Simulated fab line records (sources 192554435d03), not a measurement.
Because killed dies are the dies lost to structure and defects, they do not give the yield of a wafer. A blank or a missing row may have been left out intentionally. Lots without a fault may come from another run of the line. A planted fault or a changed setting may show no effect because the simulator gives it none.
Chamber matching ; flow n5Finfet ; N5_BEOL_M2_PECVD_72 on pecvd-02 has 3 sister chambers
The step deposits SiO2 from TEOS/O2, target thk 16 nm, time 18 s. 16 wafers are shown with their chamber, then 8 later ones without.

## EACH WAFER AND ITS CHAMBER
wafer;chamber;throttleValvePct (%);showerheadPlenumPTorr (Torr);heaterPowerW (W)
L077.2;0;21.1;8.65;873
L077.3;2;24.2;8.69;903
L077.4;1;22.7;8.83;672
L080.1;0;20.6;8.66;867
L080.3;1;22.6;8.83;746
L080.4;1;22.8;8.83;714
L082.1;0;20.9;8.67;889
L082.3;2;24.1;8.67;1013
L082.6;2;24.0;8.70;1032
L084.3;1;22.9;8.81;695
L084.4;2;24.3;8.71;998
L084.6;1;22.9;8.83;674
L087.1;0;21.1;8.67;783
L087.4;1;22.8;8.81;654
L087.5;0;20.8;8.66;782
L088.3;0;20.8;8.67;781

SIGNATURES (means of the wafers above)
reading;chamber 0;chamber 1;chamber 2;scatter within a chamber
throttleValvePct;20.883;22.783;24.150;0.154
showerheadPlenumPTorr;8.6633;8.8233;8.6925;0.0116
heaterPowerW;829.17;692.50;986.50;47.3
Rule: distance of a wafer from a chamber = root of the sum over the readings of ((wafer's reading minus chamber's mean) / reading's scatter) squared. The wafer belongs to the nearest chamber; if the next one is less than 2 further off, it can't be placed. How the scatter is found: for the shown wafers, subtract from each reading the mean of its chamber, square and add these, divide the total by (wafers less chambers), then take the root.

## WAFERS MISSING THEIR CHAMBER
wafer;throttleValvePct (%);showerheadPlenumPTorr (Torr);heaterPowerW (W)
L088.5;22.6;8.81;612
L088.6;21.0;8.66;775
L093.1;21.2;8.67;865
L093.3;21.9;8.67;926
L093.5;22.7;8.82;622
L096.3;22.2;8.68;914
L096.4;23.2;8.82;643
L096.5;21.1;8.66;793

## CHAMBER TAKEN BY EACH
wafer;from the rows above;in truth
L088.5;1;1
L088.6;0;0
L093.1;0;0
L093.3;0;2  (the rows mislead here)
L093.5;1;1
L096.3;0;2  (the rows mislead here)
L096.4;1;1
L096.5;0;0
Placed correctly: 6 of 8. Left unplaced by these rows: 0. Placed wrongly: 2.
